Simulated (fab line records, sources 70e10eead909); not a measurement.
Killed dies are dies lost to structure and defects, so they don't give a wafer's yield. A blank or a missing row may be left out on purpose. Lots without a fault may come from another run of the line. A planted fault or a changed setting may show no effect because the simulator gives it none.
Which tool did it? | flow nand_harc | 7 lots, 21 wafers sampled, at 1 step of a route of 1302

WHAT THE GAUGES READ, wafer by wafer
NHARC_A_M0_INSPECT_27.
lot  | measured     | on                | raw_defect_count
L462 | day 23 07:08 | defect_inspect-01 | 623 637 575
L465 | day 24 01:38 | defect_inspect-01 | 532 512 543
L467 | day 25 09:16 | defect_inspect-02 | 460 482 483
L469 | day 27 02:24 | defect_inspect-02 | 398 514 311
L473 | day 28 11:35 | defect_inspect-01 | 474 472 460
L475 | day 28 17:38 | defect_inspect-01 | 643 430 535
L479 | day 30 08:53 | defect_inspect-02 | 603 388 445

WHICH TOOL RAN EACH LOT (tool, then ch and the chambers of the sampled wafers, then the start)
The record holds no process step before these readings.

THE ANSWER, worked out from the rows above alone
Rule: what is usual is taken from the lots themselves. Put in order of their means at a reading, lots are off if they are a third of the lots or fewer, leave a main group of 4 or more, and stand apart from it by a gap of 3 or more times the standard deviation of the main group's means; of several such gaps the widest counts. A main group whose means are all the same, to the digits that the tables above print for the reading, isn't used. A lot without any number at a reading at which 4 lots or more have one is off too. The other lots that the step has rows for count as sound.
No lot is off at any reading shown: from this, nothing can be told.

WHAT THE SIMULATOR HAD PUT IN
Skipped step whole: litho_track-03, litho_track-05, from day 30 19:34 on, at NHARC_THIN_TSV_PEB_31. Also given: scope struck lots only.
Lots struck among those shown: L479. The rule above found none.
